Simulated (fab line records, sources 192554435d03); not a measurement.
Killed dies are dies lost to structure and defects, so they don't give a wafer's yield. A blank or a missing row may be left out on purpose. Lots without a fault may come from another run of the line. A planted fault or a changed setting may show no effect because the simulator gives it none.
fab line records | flow n5_finfet
record lots=22 wafers=66 last_day=17
route steps=1938 shown BEOL_M3@979 BEOL_M4@1040
lots that met no fault: from a run of the same line without faults
start_h: hours from the record's first day to the start of the lot's first wafer shown | wait_h: hours since the lot's step before | " the same as in the row above | L1.1+2: a row that stands for several wafers | - no value, or no start given | * or withheld: withheld | < > ~ a bound
route shown NAME@n: a module of which the file shows steps, and the number in the route of the first | usual: mean/standard deviation of fault-free wafers | same: alike in all rows | chamber/n: place in a boat | sites: the reading at each site | _std_site: their standard deviation | _edge_site: outer sites' mean less inner sites' | radius_mm: how far each site lies from the wafer's centre | mask NAME#n: copy n | behind: the tool/chamber that last shaped the wafer | hold: why the lot was held/for how many hours/how that ended | device: the transistor (n, p or np) that didn't switch | end of line: the same wafers' tests at the end of the route | a step without rows: its recipe alone | killed: dies lost to structure and defects at the first sort, not the wafer's yield | map: a wafer's dies, x killed, . not, _ none there
set.NAME: the setting as run; set.NAME@STEP: as run at that earlier step | model.NAME: the simulator's own value behind a step, which no gauge read
steps of the route over a sample of lots; a table a step, a row a wafer
services: from which hour (start_h, from the record's first day; less than 0 if before it) a tool's chamber was out of use, for how many hours, and why
## steps
# step N5_BEOL_M3_STRIP_36
# recipe chemistry=N2/H2 power_w=450 temp_c=40 pressure_mtorr=20 rf_frequency_hz=6e+07 overash_fraction=0.3 bias_power_w=7 h2_frac=0.5 n2_flow_sccm=200 h2_flow_sccm=200
# usual chamber_pressure_mTorr=20.00/0.031 drypump_motor_current_A=5.8/0.47 oes_product_au=0.81/0.088 rf_vpp_V=59.1/1.4 showerhead_plenum_p_Torr=2.55/0.09 throttle_valve_pct=23.7/0.31
# columns lot.wafer tool chamber start_h wait_h chamber_pressure_mTorr drypump_motor_current_A oes_product_au rf_hours_counter_h rf_vpp_V showerhead_plenum_p_Torr throttle_valve_pct
L074.3 rie_diel-06 1 143.62 0.0 19.99 6.2 0.95 11 58.9 2.59 23.2
L074.4 " 2 " " 20.06 5.2 0.90 32 60.2 2.58 23.6
L074.5 " 3 " " 20.00 5.9 0.83 - 59.1 2.68 23.6
L075.2 rie_diel-03 3 159.49 0.0 20.04 5.4 0.68 244 55.3 2.50 23.9
L075.3 " 1 " " 19.96 5.9 0.74 157 59.5 2.65 24.1
L075.5 " 1 " " 20.02 5.9 0.75 - 60.7 2.65 24.1
L076.2 rie_diel-03 1 168.14 0.0 19.98 5.9 0.75 161 57.2 2.65 24.1
L076.4 " 2 " " 20.01 5.3 0.76 141 62.1 2.45 24.0
L076.6 " 1 " " 20.03 5.9 0.73 - 59.6 2.65 24.1
L077.2 rie_diel-03 3 168.62 0.0 19.94 5.3 0.67 246 58.7 2.50 23.9
L077.4 " 2 " " 19.94 5.3 0.76 142 58.7 2.45 24.0
L077.5 " 2 " " 20.01 5.3 0.77 - 59.3 2.45 24.0
L078.3 rie_diel-06 3 172.02 0.0 20.01 5.8 0.82 83 56.8 2.68 23.6
L078.4 " 1 " " 20.03 6.2 0.91 19 59.2 2.58 23.3
L078.5 " 1 " " 20.03 6.2 0.93 - 58.1 2.58 23.3
L079.1 rie_diel-02 0 178.73 0.0 20.05 6.0 0.85 71 58.5 2.68 23.3
L079.2 " 3 " " 20.02 5.6 0.95 7 62.3 2.71 23.4
L079.6 " 1 " " 19.99 6.2 0.75 - 60.3 2.65 23.2
L080.1 rie_diel-03 2 190.56 0.0 20.04 5.3 0.75 151 60.1 2.45 24.0
L080.2 " 1 " " 19.99 5.9 0.73 171 59.9 2.65 24.1
L080.5 " 0 " " 20.04 6.7 0.89 - 59.1 2.49 23.6
L082.1 rie_diel-02 1 190.71 0.0 19.99 6.2 0.75 155 57.5 2.65 23.2
L082.3 " 3 " " 19.99 5.6 0.94 13 61.5 2.71 23.4
L082.6 " 1 " " 20.02 6.2 0.75 - 59.0 2.65 23.2
L081.2 rie_diel-03 0 197.38 0.0 20.01 6.6 0.90 29 58.8 2.49 23.6
L081.3 " 2 " " 19.98 5.3 0.76 153 58.9 2.45 24.0
L081.4 " 3 " " 19.96 5.4 0.99 1 58.7 2.50 23.5
L083.2 rie_diel-02 3 197.41 0.0 20.00 5.5 0.94 15 57.9 2.71 23.4
L083.3 " 1 " " 20.06 6.2 0.74 157 57.6 2.65 23.2
L083.6 " 0 " " 20.02 6.1 0.82 - 57.3 2.68 23.3
L084.2 rie_diel-06 2 207.78 0.0 20.00 5.2 0.86 46 57.5 2.57 23.7
L084.3 " 0 " " 19.97 5.9 0.66 244 61.1 2.50 23.8
L084.6 " 3 " " 20.00 5.9 0.82 - 58.3 2.67 23.6
L085.1 rie_diel-06 1 213.01 0.0 20.01 6.2 0.91 27 61.6 2.58 23.3
L085.4 " 2 " " 19.97 5.2 0.87 48 60.9 2.57 23.6
L085.5 " 0 " " 20.01 6.0 0.65 - 59.8 2.49 23.8
L087.3 rie_diel-02 1 225.37 0.0 20.07 6.2 0.75 166 56.6 2.64 23.2
L087.4 " 1 " " 20.02 6.3 0.73 - 59.4 2.65 23.2
L087.6 " 3 " " 19.96 5.6 0.92 - 62.0 2.70 23.4
L086.4 rie_diel-03 0 229.86 0.0 19.93 6.7 0.87 38 58.0 2.48 23.6
L086.5 " 1 " " 20.00 6.0 0.72 - 58.8 2.64 24.2
L086.6 " 2 " " 20.00 5.3 0.74 - 58.1 2.44 24.1
L089.1 rie_diel-03 2 238.16 0.0 20.01 5.3 0.75 165 58.8 2.44 24.0
L089.2 " 1 " " 19.99 5.9 0.72 185 59.2 2.64 24.2
L089.4 " 0 " " 19.98 6.7 0.86 41 59.9 2.48 23.6
L088.1 rie_diel-03 1 238.56 0.0 20.00 6.0 0.71 185 59.3 2.64 24.2
L088.4 " 2 " " 20.01 5.3 0.74 165 58.4 2.44 24.1
L088.6 " 2 " " 19.96 5.3 0.74 - 58.2 2.44 24.0
L090.2 rie_diel-03 1 240.17 0.0 20.01 6.0 0.71 185 57.8 2.64 24.2
L090.3 " 3 " " 20.04 5.3 0.93 12 58.5 2.49 23.5
L090.5 " 3 " " 19.98 5.3 0.93 - 58.6 2.49 23.6
L092.3 rie_diel-03 3 257.26 0.0 20.01 5.4 0.93 18 58.3 2.49 23.5
L092.5 " 0 " " 19.99 6.7 0.86 - 60.3 2.48 23.7
L092.6 " 3 " " 19.99 5.4 0.91 - 59.9 2.49 23.5
L094.1 rie_diel-03 2 267.28 0.0 20.02 5.3 0.73 172 57.6 2.44 24.1
L094.5 " 0 " " 19.96 6.6 0.84 - 58.7 2.48 23.7
L094.6 " 3 " " 19.98 5.4 0.92 - 60.8 2.49 23.5
L093.2 rie_diel-03 2 267.76 0.0 20.00 5.3 0.73 172 59.5 2.44 24.0
L093.4 " 0 " " 19.95 6.6 0.85 50 60.1 2.48 23.7
L093.6 " 0 " " 20.01 6.7 0.85 - 58.0 2.48 23.7
L095.2 rie_diel-03 1 271.53 0.0 20.00 5.9 0.72 194 60.5 2.64 24.2
L095.4 " 3 " " 19.99 5.3 0.91 21 61.1 2.49 23.6
L095.6 " 3 " " 20.03 5.3 0.91 - 58.1 2.49 23.6
L097.2 rie_diel-03 2 293.31 0.0 20.01 5.3 0.73 180 58.4 2.44 24.1
L097.3 " 0 " " 20.01 6.6 0.83 58 60.7 2.47 23.7
L097.5 " 0 " " 19.97 6.6 0.84 - 59.7 2.47 23.6
# step N5_BEOL_M3_TRENCH_ETCH_37
# recipe chemistry=C4F6/O2 target_depth_a=555.55 target=SiOC time_s=29.2 ion_energy_ev=250 pressure_mtorr=30 source_w=355 bias_w=185 Ar_flow_sccm=300 C4F6_flow_sccm=10 O2_flow_sccm=10
# usual chamber_pressure_mTorr=29.996/0.027 drypump_motor_current_A=5.8/0.47 mfc_ar_sccm=300.0/0.98 oes_product_au=0.81/0.087 rf_vpp_V=669/7.7 showerhead_plenum_p_Torr=2.86/0.098 throttle_valve_pct=20.86/0.21
# columns lot.wafer tool chamber start_h wait_h chamber_pressure_mTorr drypump_motor_current_A mfc_ar_sccm oes_product_au rf_hours_counter_h rf_vpp_V showerhead_plenum_p_Torr throttle_valve_pct
L074.3 rie_diel-06 1 - - 30.008 6.1 299.4 0.95 11 658 2.92 20.57
L074.4 " 2 " " 30.010 5.2 300.7 0.89 32 678 2.90 20.79
L074.5 " 3 " " 29.991 5.8 300.3 0.85 - 658 2.99 20.54
L075.2 rie_diel-03 3 - - 29.994 5.3 300.6 0.67 244 677 2.81 21.25
L075.3 " 1 " " 30.003 6.0 300.7 0.74 157 667 2.96 21.08
L075.5 " 1 " " 30.035 6.0 299.8 0.75 - 666 2.96 21.10
L076.2 rie_diel-03 1 - - 29.988 6.0 300.4 0.74 161 666 2.96 21.10
L076.4 " 2 " " 29.990 5.3 299.6 0.76 141 665 2.74 20.89
L076.6 " 1 " " 30.000 5.9 300.1 0.74 - 666 2.96 21.09
L077.2 rie_diel-03 3 - - 30.005 5.4 299.7 0.67 246 676 2.81 21.25
L077.4 " 2 " " 29.982 5.3 297.9 0.77 142 664 2.74 20.89
L077.5 " 2 " " 29.995 5.3 298.9 0.76 - 665 2.74 20.91
L078.3 rie_diel-06 3 - - 30.009 5.9 301.6 0.84 83 658 2.99 20.57
L078.4 " 1 " " 30.013 6.1 300.4 0.92 19 660 2.92 20.58
L078.5 " 1 " " 29.981 6.1 299.5 0.91 - 659 2.92 20.60
L079.1 rie_diel-02 0 - - 30.023 6.0 300.4 0.84 71 671 3.00 20.51
L079.2 " 3 " " 29.970 5.6 300.8 0.97 7 671 3.04 20.75
L079.6 " 1 " " 30.003 6.2 299.0 0.75 - 675 2.96 20.51
L080.1 rie_diel-03 2 - - 30.022 5.3 300.6 0.75 151 665 2.73 20.91
L080.2 " 1 " " 30.028 6.0 300.3 0.73 171 666 2.96 21.10
L080.5 " 0 " " 30.003 6.6 299.3 0.88 - 677 2.79 20.78
L082.1 rie_diel-02 1 - - 29.973 6.2 299.6 0.75 155 675 2.96 20.51
L082.3 " 3 " " 29.969 5.5 299.5 0.96 13 670 3.04 20.73
L082.6 " 1 " " 29.964 6.2 300.3 0.75 - 675 2.96 20.52
L081.2 rie_diel-03 0 - - 29.969 6.6 299.5 0.89 29 677 2.79 20.79
L081.3 " 2 " " 30.003 5.3 299.7 0.75 153 665 2.73 20.93
L081.4 " 3 " " 30.002 5.4 300.2 1.00 1 677 2.81 20.88
L083.2 rie_diel-02 3 - - 30.017 5.6 298.1 0.95 15 670 3.04 20.75
L083.3 " 1 " " 30.018 6.2 299.3 0.74 157 676 2.95 20.51
L083.6 " 0 " " 30.034 6.0 299.8 0.83 - 672 2.99 20.54
L084.2 rie_diel-06 2 - - 29.984 5.2 300.7 0.87 46 676 2.90 20.80
L084.3 " 0 " " 30.010 5.9 301.5 0.67 244 655 2.81 21.03
L084.6 " 3 " " 29.990 5.8 299.0 0.82 - 657 2.99 20.57
L085.1 rie_diel-06 1 - - 30.012 6.1 300.3 0.92 27 658 2.91 20.61
L085.4 " 2 " " 29.990 5.2 299.9 0.87 48 677 2.90 20.82
L085.5 " 0 " " 30.019 6.0 297.8 0.67 - 656 2.81 21.03
L087.3 rie_diel-02 1 - - 30.019 6.3 300.1 0.74 166 677 2.95 20.54
L087.4 " 1 " " 29.945 6.3 300.2 0.74 - 677 2.95 20.54
L087.6 " 3 " " 30.030 5.6 301.5 0.93 - 671 3.03 20.77
L086.4 rie_diel-03 0 - - 30.010 6.6 301.1 0.87 38 678 2.79 20.80
L086.5 " 1 " " 30.036 6.0 300.9 0.72 - 666 2.95 21.12
L086.6 " 2 " " 29.970 5.3 300.4 0.74 - 663 2.73 20.93
L089.1 rie_diel-03 2 - - 29.916 5.3 300.2 0.74 165 665 2.73 20.93
L089.2 " 1 " " 29.999 6.0 300.7 0.72 185 666 2.95 21.13
L089.4 " 0 " " 29.970 6.7 300.7 0.86 41 677 2.79 20.81
L088.1 rie_diel-03 1 - - 29.988 6.0 298.9 0.72 185 665 2.95 21.13
L088.4 " 2 " " 29.998 5.3 298.6 0.75 166 663 2.73 20.95
L088.6 " 2 " " 29.980 5.3 299.8 0.74 - 666 2.73 20.95
L090.2 rie_diel-03 1 - - 29.961 6.0 299.0 0.72 185 666 2.95 21.13
L090.3 " 3 " " 29.925 5.4 300.3 0.93 12 677 2.81 20.90
L090.5 " 3 " " 29.994 5.4 300.3 0.92 - 678 2.81 20.92
L092.3 rie_diel-03 3 - - 30.009 5.3 302.1 0.91 18 677 2.80 20.92
L092.5 " 0 " " 29.999 6.6 300.4 0.85 - 677 2.78 20.81
L092.6 " 3 " " 29.982 5.3 300.4 0.91 - 676 2.80 20.91
L094.1 rie_diel-03 2 - - 29.968 5.3 301.3 0.74 172 664 2.72 20.97
L094.5 " 0 " " 29.969 6.7 298.0 0.84 - 678 2.78 20.81
L094.6 " 3 " " 30.009 5.3 300.0 0.91 - 677 2.80 20.93
L093.2 rie_diel-03 2 - - 29.957 5.3 301.3 0.74 172 664 2.72 20.96
L093.4 " 0 " " 29.978 6.6 300.2 0.85 50 677 2.78 20.84
L093.6 " 0 " " 30.031 6.6 299.4 0.85 - 677 2.78 20.81
L095.2 rie_diel-03 1 - - 29.992 6.0 300.1 0.72 194 664 2.95 21.14
L095.4 " 3 " " 29.968 5.3 300.3 0.91 21 678 2.80 20.93
L095.6 " 3 " " 30.019 5.3 300.1 0.91 - 678 2.80 20.91
L097.2 rie_diel-03 2 - - 30.021 5.3 300.4 0.73 180 664 2.72 20.95
L097.3 " 0 " " 29.974 6.7 299.9 0.84 58 676 2.78 20.84
L097.5 " 0 " " 30.005 6.7 300.3 0.84 - 676 2.78 20.83
# step N5_BEOL_M3_SURFACE_TREAT_85
# recipe gas=Ar time_s=* ion_energy_ev=* ion_current_ma_cm2=0.5 pressure_mtorr=* ar_flow_sccm=30
# usual pressure_mtorr=* throttle_valve_pct=*
# columns lot.wafer tool chamber start_h wait_h pressure_mtorr throttle_valve_pct
L074.3 pvd_sputter-01 - 144.84 0.4 * *
L074.4 " - " " * *
L074.5 " - " " * *
L075.2 pvd_sputter-02 - 160.83 0.3 * *
L075.3 " - " " * *
L075.5 " - " " * *
L076.2 pvd_sputter-01 - 169.13 0.2 * *
L076.4 " - " " * *
L076.6 " - " " * *
L077.2 pvd_sputter-02 - 169.68 0.3 * *
L077.4 " - " " * *
L077.5 " - " " * *
L078.3 pvd_sputter-02 - 172.98 0.2 * *
L078.4 " - " " * *
L078.5 " - " " * *
L079.1 pvd_sputter-01 - 181.01 1.7 * *
L079.2 " - " " * *
L079.6 " - " " * *
L080.1 pvd_sputter-02 - 191.60 0.1 * *
L080.2 " - " " * *
L080.5 " - " " * *
L082.1 pvd_sputter-02 - 191.64 0.1 * *
L082.3 " - " " * *
L082.6 " - " " * *
L081.2 pvd_sputter-03 - 198.28 0.2 * *
L081.3 " - " " * *
L081.4 " - " " * *
L083.2 pvd_sputter-03 - 198.32 0.1 * *
L083.3 " - " " * *
L083.6 " - " " * *
L084.2 pvd_sputter-01 - 208.80 0.1 * *
L084.3 " - " " * *
L084.6 " - " " * *
L085.1 pvd_sputter-02 - 214.02 0.2 * *
L085.4 " - " " * *
L085.5 " - " " * *
L087.3 pvd_sputter-02 - 226.86 0.3 * *
L087.4 " - " " * *
L087.6 " - " " * *
L086.4 pvd_sputter-01 - 230.77 0.1 * *
L086.5 " - " " * *
L086.6 " - " " * *
L089.1 pvd_sputter-03 - 239.53 0.2 * *
L089.2 " - " " * *
L089.4 " - " " * *
L088.1 pvd_sputter-03 - 239.67 0.2 * *
L088.4 " - " " * *
L088.6 " - " " * *
L090.2 pvd_sputter-02 - 242.60 0.2 * *
L090.3 " - " " * *
L090.5 " - " " * *
L092.3 pvd_sputter-03 - 258.63 0.4 * *
L092.5 " - " " * *
L092.6 " - " " * *
L094.1 pvd_sputter-02 - 268.49 0.2 * *
L094.5 " - " " * *
L094.6 " - " " * *
L093.2 pvd_sputter-01 - 268.61 0.2 * *
L093.4 " - " " * *
L093.6 " - " " * *
L095.2 pvd_sputter-03 - 272.38 0.1 * *
L095.4 " - " " * *
L095.6 " - " " * *
L097.2 pvd_sputter-01 - 294.47 0.2 * *
L097.3 " - " " * *
L097.5 " - " " * *
# step N5_BEOL_M3_ANNEAL_82
# recipe temp_c=400 time_s=240 ambient=vacuum
# usual heater_power_w=791/96
# columns lot.wafer tool chamber start_h wait_h heater_power_w
L074.3 pvd_sputter-01 - 145.78 0.0 1004
L074.4 " - " " 881
L074.5 " - " " 769
L075.2 pvd_sputter-02 - 161.71 0.0 759
L075.3 " - " " 597
L075.5 " - " " 796
L076.2 pvd_sputter-01 - 169.88 0.0 979
L076.4 " - " " 784
L076.6 " - " " 1027
L077.2 pvd_sputter-03 - 171.01 0.0 821
L077.4 " - " " 716
L077.5 " - " " 723
L078.3 pvd_sputter-03 - 173.89 0.0 729
L078.4 " - " " 844
L078.5 " - " " 736
L079.1 pvd_sputter-02 - 181.76 0.0 805
L079.2 " - " " 794
L079.6 " - " " 593
L080.1 pvd_sputter-02 - 192.35 0.0 783
L080.2 " - " " 596
L080.5 " - " " 794
L082.1 pvd_sputter-01 - 192.53 0.0 986
L082.3 " - " " 788
L082.6 " - " " 877
L081.2 pvd_sputter-03 - 199.02 0.0 731
L081.3 " - " " 838
L081.4 " - " " 844
L083.2 pvd_sputter-02 - 199.16 0.0 783
L083.3 " - " " 809
L083.6 " - " " 769
L084.2 pvd_sputter-01 - 209.56 0.0 780
L084.3 " - " " 895
L084.6 " - " " 816
L085.1 pvd_sputter-02 - 214.86 0.0 599
L085.4 " - " " 773
L085.5 " - " " 806
L087.3 pvd_sputter-02 - 227.64 0.0 603
L087.4 " - " " 781
L087.6 " - " " 593
L086.4 pvd_sputter-02 - 231.59 0.0 775
L086.5 " - " " 764
L086.6 " - " " 792
L089.1 pvd_sputter-03 - 240.27 0.0 829
L089.2 " - " " 732
L089.4 " - " " 846
L088.1 pvd_sputter-02 - 240.88 0.0 793
L088.4 " - " " 799
L088.6 " - " " 605
L090.2 pvd_sputter-01 - 243.36 0.0 814
L090.3 " - " " 761
L090.5 " - " " 813
L092.3 pvd_sputter-02 - 259.72 0.0 767
L092.5 " - " " 599
L092.6 " - " " 770
L094.1 pvd_sputter-03 - 269.32 0.0 724
L094.5 " - " " 839
L094.6 " - " " 737
L093.2 pvd_sputter-02 - 269.49 0.0 808
L093.4 " - " " 815
L093.6 " - " " 806
L095.2 pvd_sputter-01 - 273.12 0.0 770
L095.4 " - " " 881
L095.6 " - " " 798
L097.2 pvd_sputter-01 - 295.47 0.0 805
L097.3 " - " " 1001
L097.5 " - " " 879
# step N5_BEOL_M3_SPUTTER_88
# recipe material=Cu target_thk_a=45 temp_c=-20 chamber_pressure_pa=0.07 power_w=withheld time_s=8.29
# usual chamber_pressure_pa=0.07/0.00013 throttle_valve_pct=29.6/1.4
# columns lot.wafer tool chamber start_h wait_h chamber_pressure_pa throttle_valve_pct
L074.3 pvd_sputter-01 - 146.14 0.1 0.06999 29.7
L074.4 " - " " 0.07027 30.4
L074.5 " - " " 0.07004 26.5
L075.2 pvd_sputter-02 - 162.07 0.1 0.07007 30.6
L075.3 " - " " 0.0701 30.5
L075.5 " - " " 0.06981 29.2
L076.2 pvd_sputter-01 - 170.24 0.1 0.07014 29.5
L076.4 " - " " 0.0699 26.8
L076.6 " - " " 0.07002 29.7
L077.2 pvd_sputter-03 - 171.37 0.1 0.07012 31.0
L077.4 " - " " 0.07002 30.4
L077.5 " - " " 0.06979 30.6
L078.3 pvd_sputter-03 - 174.25 0.1 0.07006 30.7
L078.4 " - " " 0.06998 31.1
L078.5 " - " " 0.07012 30.7
L079.1 pvd_sputter-02 - 182.12 0.1 0.06969 29.6
L079.2 " - " " 0.0699 29.4
L079.6 " - " " 0.06992 30.6
L080.1 pvd_sputter-02 - 192.71 0.1 0.07012 30.9
L080.2 " - " " 0.06996 30.5
L080.5 " - " " 0.07001 29.5
L082.1 pvd_sputter-01 - 192.89 0.1 0.06995 29.5
L082.3 " - " " 0.0699 27.6
L082.6 " - " " 0.06985 30.4
L081.2 pvd_sputter-03 - 199.38 0.1 0.06986 30.7
L081.3 " - " " 0.07003 31.2
L081.4 " - " " 0.06987 28.9
L083.2 pvd_sputter-02 - 199.52 0.1 0.06988 30.9
L083.3 " - " " 0.06984 29.4
L083.6 " - " " 0.07006 30.9
L084.2 pvd_sputter-01 - 209.92 0.1 0.07009 26.8
L084.3 " - " " 0.07011 30.4
L084.6 " - " " 0.07009 27.6
L085.1 pvd_sputter-02 - 215.22 0.1 0.07003 30.8
L085.4 " - " " 0.06988 30.9
L085.5 " - " " 0.06998 29.6
L087.3 pvd_sputter-02 - 228.00 0.1 0.06994 30.5
L087.4 " - " " 0.06982 29.5
L087.6 " - " " 0.06979 30.7
L086.4 pvd_sputter-02 - 231.95 0.1 0.07005 30.9
L086.5 " - " " 0.07008 29.4
L086.6 " - " " 0.06998 29.5
L089.1 pvd_sputter-03 - 240.63 0.1 0.07002 31.1
L089.2 " - " " 0.07009 30.6
L089.4 " - " " 0.0699 29.0
L088.1 pvd_sputter-02 - 241.24 0.1 0.07006 30.9
L088.4 " - " " 0.07022 29.5
L088.6 " - " " 0.07015 30.7
L090.2 pvd_sputter-01 - 243.72 0.1 0.07016 27.7
L090.3 " - " " 0.07015 26.7
L090.5 " - " " 0.06986 27.8
L092.3 pvd_sputter-02 - 260.08 0.1 0.07009 30.8
L092.5 " - " " 0.06981 30.7
L092.6 " - " " 0.07014 30.8
L094.1 pvd_sputter-03 - 269.68 0.1 0.07034 30.6
L094.5 " - " " 0.06999 29.3
L094.6 " - " " 0.07012 30.8
L093.2 pvd_sputter-02 - 269.85 0.1 0.0697 29.0
L093.4 " - " " 0.06983 29.6
L093.6 " - " " 0.0698 29.2
L095.2 pvd_sputter-01 - 273.48 0.1 0.0701 26.5
L095.4 " - " " 0.06985 30.4
L095.6 " - " " 0.07016 26.7
L097.2 pvd_sputter-01 - 295.83 0.1 0.07031 27.9
L097.3 " - " " 0.06987 29.8
L097.5 " - " " 0.07004 30.2
# step N5_BEOL_M4_ETCH_64
# recipe chemistry=N2/H2 target=SOC target_depth_a=750 overetch_a=225 mask_material=SiARC temp_c=40 time_s=121.9 ion_energy_ev=200 pressure_mtorr=30 source_w=840 bias_w=150 n2_flow_sccm=200 h2_flow_sccm=200
# usual chamber_pressure_mTorr=29.999/0.027 drypump_motor_current_A=5.9/0.51 oes_product_au=0.60/0.058 rf_vpp_V=524.2/2.4 showerhead_plenum_p_Torr=2.55/0.08 throttle_valve_pct=17.75/0.27
# columns lot.wafer tool chamber start_h wait_h chamber_pressure_mTorr drypump_motor_current_A oes_product_au rf_hours_counter_h rf_vpp_V showerhead_plenum_p_Torr throttle_valve_pct
L074.3 rie_diel-04 2 149.69 0.0 30.026 5.7 0.52 239 525.9 2.61 17.65
L074.4 " 3 " " 30.014 5.6 0.56 182 526.1 2.63 17.54
L074.5 " 2 " " 29.986 5.7 0.52 - 527.2 2.61 17.64
L075.2 rie_diel-05 1 166.20 0.0 30.039 6.3 0.52 250 525.8 2.61 17.83
L075.3 " 2 " " 30.039 6.6 0.60 140 524.7 2.55 17.73
L075.5 " 2 " " 30.029 6.6 0.59 - 524.5 2.55 17.74
L076.2 rie_diel-04 3 173.52 0.0 29.996 5.7 0.56 188 525.9 2.63 17.54
L076.4 " 0 " " 30.012 6.6 0.54 226 519.6 2.41 17.64
L076.6 " 3 " " 29.962 5.7 0.55 - 525.7 2.63 17.54
L077.2 rie_diel-05 3 176.04 0.0 30.029 5.6 0.59 126 527.0 2.66 17.79
L077.4 " 3 " " 29.977 5.6 0.59 - 527.5 2.66 17.79
L077.5 " 0 " " 30.021 5.6 0.63 - 522.0 2.46 17.50
L078.3 rie_diel-05 2 177.35 0.0 30.014 6.6 0.59 146 522.2 2.55 17.75
L078.4 " 0 " " 30.015 5.6 0.63 - 522.6 2.46 17.49
L078.5 " 2 " " 29.984 6.6 0.59 - 524.2 2.55 17.74
L079.1 rie_diel-04 3 185.38 0.0 30.002 5.7 0.55 194 528.0 2.63 17.55
L079.2 " 1 " " 30.038 5.7 0.59 132 523.4 2.55 18.09
L079.6 " 1 " " 30.050 5.7 0.59 - 524.3 2.55 18.11
L080.1 rie_diel-04 2 197.17 0.0 30.012 5.8 0.71 2 525.9 2.61 17.29
L080.2 " 1 " " 30.022 5.7 0.58 138 523.6 2.55 18.12
L080.5 " 2 " " 30.026 5.8 0.72 - 526.1 2.61 17.28
L082.1 rie_diel-05 3 197.47 0.0 30.041 5.5 0.59 136 527.0 2.65 17.79
L082.3 " 0 " " 30.003 5.6 0.62 93 521.1 2.45 17.50
L082.6 " 0 " " 30.006 5.6 0.62 - 521.6 2.45 17.52
L081.2 rie_diel-04 1 204.72 0.0 30.027 5.7 0.58 142 524.0 2.54 18.12
L081.3 " 3 " " 30.002 5.7 0.55 204 526.5 2.62 17.58
L081.4 " 0 " " 30.007 6.6 0.53 242 519.9 2.40 17.68
L083.2 rie_diel-04 1 205.44 0.0 30.004 5.7 0.58 143 524.7 2.54 18.13
L083.3 " 0 " " 30.002 6.6 0.52 242 519.4 2.40 17.69
L083.6 " 2 " " 30.018 5.7 0.69 - 525.5 2.61 17.29
L084.2 rie_diel-01 2 212.70 0.0 30.002 6.6 0.54 207 522.5 2.51 17.79
L084.3 " 1 " " 29.970 6.6 0.65 67 524.7 2.57 18.20
L084.6 " 1 " " 29.963 6.6 0.65 - 524.5 2.58 18.21
L085.1 rie_diel-05 1 218.45 0.0 30.001 6.3 0.72 12 525.0 2.60 17.40
L085.4 " 0 " " 30.004 5.6 0.62 102 521.4 2.45 17.52
L085.5 " 0 " " 30.039 5.6 0.62 - 520.0 2.45 17.53
L087.3 rie_diel-01 1 231.06 0.0 29.993 6.6 0.64 75 523.6 2.57 18.22
L087.4 " 2 " " 29.996 6.6 0.53 215 522.7 2.51 17.81
L087.6 " 3 " " 30.025 5.2 0.54 - 519.6 2.40 17.81
L086.4 rie_diel-05 1 237.21 0.0 29.934 6.3 0.70 19 524.5 2.60 17.41
L086.5 " 0 " " 29.973 5.6 0.61 - 521.8 2.45 17.54
L086.6 " 3 " " 30.035 5.6 0.57 - 528.0 2.65 17.83
L089.1 rie_diel-01 3 243.57 0.0 30.029 5.1 0.53 237 519.2 2.40 17.84
L089.2 " 1 " " 29.987 6.6 0.64 80 524.7 2.57 18.22
L089.4 " 1 " " 29.953 6.6 0.64 - 525.0 2.57 18.22
L088.1 rie_diel-05 2 246.17 0.0 29.992 6.6 0.57 177 524.4 2.54 17.81
L088.4 " 1 " " 30.021 6.3 0.70 23 526.5 2.60 17.41
L088.6 " 2 " " 30.008 6.6 0.57 - 522.7 2.53 17.79
L090.2 rie_diel-05 1 246.72 0.0 29.958 6.3 0.69 23 525.1 2.60 17.42
L090.3 " 2 " " 29.992 6.6 0.57 177 523.3 2.54 17.81
L090.5 " 1 " " 30.006 6.2 0.70 - 526.4 2.60 17.42
L092.3 rie_diel-01 1 263.14 0.0 30.009 6.6 0.64 88 524.9 2.57 18.23
L092.5 " 3 " " 30.027 5.1 0.54 - 520.8 2.40 17.83
L092.6 " 0 " " 29.925 5.5 0.64 - 523.8 2.57 18.07
L094.1 rie_diel-01 2 272.53 0.0 29.974 6.6 0.52 226 523.7 2.50 17.81
L094.5 " 1 " " 29.974 6.6 0.63 - 525.7 2.57 18.26
L094.6 " 0 " " 29.973 5.5 0.64 - 525.3 2.57 18.09
L093.2 rie_diel-01 1 272.76 0.0 30.011 6.6 0.63 91 523.4 2.56 18.24
L093.4 " 3 " " 29.980 5.1 0.54 247 519.6 2.40 17.84
L093.6 " 3 " " 30.000 5.1 0.53 - 521.6 2.40 17.83
L095.2 rie_diel-05 0 276.44 0.0 29.994 5.6 0.60 120 520.9 2.44 17.55
L095.4 " 1 " " 29.991 6.3 0.67 34 525.6 2.59 17.45
L095.6 " 1 " " 29.991 6.3 0.67 - 525.0 2.59 17.44
L097.2 rie_diel-01 3 300.97 0.0 29.994 5.1 0.75 2 527.9 2.71 17.39
L097.3 " 1 " " 30.003 6.6 0.62 101 525.4 2.56 18.26
L097.5 " 0 " " 29.970 5.5 0.63 - 524.3 2.56 18.13
## services
# columns tool chamber start_h hours kind
rie_diel-05 2 119.71 1.5 repair
rie_diel-02 3 153.75 1.5 repair
rie_diel-04 1 160.26 9.4 repair
rie_diel-03 3 164.52 1.7 repair
rie_diel-06 - 179.18 14.6 pm
rie_diel-03 3 179.37 - clean
rie_diel-03 3 179.37 - consumable_replace:focus_ring
rie_diel-03 3 179.37 16.3 scheduled_down
rie_diel-01 - 182.64 29.3 repair
rie_diel-02 0 201.01 9.1 repair
rie_diel-04 2 210.03 5.3 repair
rie_diel-04 1 217.31 5.0 repair
rie_diel-01 3 221.31 4.5 repair
rie_diel-02 2 223.76 6.1 repair
rie_diel-02 2 237.18 4.4 repair
rie_diel-01 2 240.16 6.1 repair
rie_diel-06 2 241.17 1.2 repair
rie_diel-06 3 259.63 4.8 repair
rie_diel-04 1 265.61 2.8 repair
rie_diel-04 1 270.86 4.3 repair
rie_diel-04 3 283.85 4.2 repair
rie_diel-01 1 284.52 2.1 repair
rie_diel-04 2 298.45 3.9 repair
rie_diel-06 - 298.79 0.8 repair
## key
fault none
